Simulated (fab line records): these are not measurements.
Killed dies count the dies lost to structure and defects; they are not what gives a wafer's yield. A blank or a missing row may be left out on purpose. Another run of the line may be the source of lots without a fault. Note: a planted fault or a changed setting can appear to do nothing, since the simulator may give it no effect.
Matching of chambers :: flow n5Finfet :: N5_GATE_CUT_ETCH_58 on rieDiel-01: 4 sister chambers
The step etches SiNx in CH3F/O2, target depth 17 nm, time 128.6 s. 14 wafers are shown with their chamber, then 7 later ones without.

WAFERS PAIRED WITH THEIR CHAMBERS
wafer: L075.2
chamber: 3
drypumpMotorCurrentA (A): 4.7
throttleValvePct (%): 16.58
oesProductAu (a.u.): 0.73

wafer: L075.4
chamber: 0
drypumpMotorCurrentA (A): 5.0
throttleValvePct (%): 16.48
oesProductAu (a.u.): 0.79

wafer: L075.5
chamber: 0
drypumpMotorCurrentA (A): 5.0
throttleValvePct (%): 16.48
oesProductAu (a.u.): 0.79

wafer: L080.2
chamber: 2
drypumpMotorCurrentA (A): 5.6
throttleValvePct (%): 16.51
oesProductAu (a.u.): 0.79

wafer: L080.3
chamber: 1
drypumpMotorCurrentA (A): 5.2
throttleValvePct (%): 16.34
oesProductAu (a.u.): 0.71

wafer: L080.4
chamber: 3
drypumpMotorCurrentA (A): 4.7
throttleValvePct (%): 16.60
oesProductAu (a.u.): 0.73

wafer: L083.1
chamber: 2
drypumpMotorCurrentA (A): 5.5
throttleValvePct (%): 16.53
oesProductAu (a.u.): 0.78

wafer: L083.2
chamber: 3
drypumpMotorCurrentA (A): 4.7
throttleValvePct (%): 16.61
oesProductAu (a.u.): 0.72

wafer: L083.4
chamber: 1
drypumpMotorCurrentA (A): 5.2
throttleValvePct (%): 16.35
oesProductAu (a.u.): 0.70

wafer: L086.3
chamber: 2
drypumpMotorCurrentA (A): 5.6
throttleValvePct (%): 16.57
oesProductAu (a.u.): 0.78

wafer: L086.4
chamber: 3
drypumpMotorCurrentA (A): 4.7
throttleValvePct (%): 16.61
oesProductAu (a.u.): 0.72

wafer: L086.5
chamber: 0
drypumpMotorCurrentA (A): 5.0
throttleValvePct (%): 16.54
oesProductAu (a.u.): 0.77

wafer: L088.2
chamber: 2
drypumpMotorCurrentA (A): 5.5
throttleValvePct (%): 16.56
oesProductAu (a.u.): 0.76

wafer: L088.3
chamber: 3
drypumpMotorCurrentA (A): 4.7
throttleValvePct (%): 16.63
oesProductAu (a.u.): 0.71

SIGNATURES, as means of the wafers listed above
reading: drypumpMotorCurrentA
chamber 0: 5.000
chamber 1: 5.200
chamber 2: 5.550
chamber 3: 4.700
scatter within a chamber: 0.0316

reading: throttleValvePct
chamber 0: 16.5000
chamber 1: 16.3450
chamber 2: 16.5425
chamber 3: 16.6060
scatter within a chamber: 0.0246

reading: oesProductAu
chamber 0: 0.7833
chamber 1: 0.7050
chamber 2: 0.7775
chamber 3: 0.7220
scatter within a chamber: 0.0104
Rule: a wafer lies at a distance from a chamber equal to the root of the sum of squares, over the readings, of (its reading less the chamber's mean, divided by the reading's scatter). If the next closest chamber is less than 2 further off than the closest, the wafer can't be placed; otherwise it belongs to the closest. The scatter is the square root of a quotient: the sum, over the shown wafers, of each reading's squared deviation from its chamber's mean, divided by wafers minus chambers.

WAFERS WITHOUT THEIR CHAMBER
wafer: L088.5
drypumpMotorCurrentA (A): 4.7
throttleValvePct (%): 16.61
oesProductAu (a.u.): 0.71

wafer: L089.3
drypumpMotorCurrentA (A): 5.5
throttleValvePct (%): 16.56
oesProductAu (a.u.): 0.77

wafer: L089.5
drypumpMotorCurrentA (A): 5.5
throttleValvePct (%): 16.59
oesProductAu (a.u.): 0.77

wafer: L089.6
drypumpMotorCurrentA (A): 5.2
throttleValvePct (%): 16.37
oesProductAu (a.u.): 0.70

wafer: L093.2
drypumpMotorCurrentA (A): 5.2
throttleValvePct (%): 16.39
oesProductAu (a.u.): 0.68

wafer: L093.3
drypumpMotorCurrentA (A): 4.7
throttleValvePct (%): 16.63
oesProductAu (a.u.): 0.70

wafer: L093.6
drypumpMotorCurrentA (A): 5.0
throttleValvePct (%): 16.55
oesProductAu (a.u.): 0.76

WHICH CHAMBER EACH ONE RAN IN
wafer: L088.5
from the rows above: 3
in truth: 3

wafer: L089.3
from the rows above: 2
in truth: 2

wafer: L089.5
from the rows above: 2
in truth: 2

wafer: L089.6
from the rows above: 1
in truth: 1

wafer: L093.2
from the rows above: 1
in truth: 1

wafer: L093.3
from the rows above: 3
in truth: 3

wafer: L093.6
from the rows above: 0
in truth: 0
Correctly placed: 7 of 7. From these rows, 0 cannot be placed. Placed wrongly: 0.
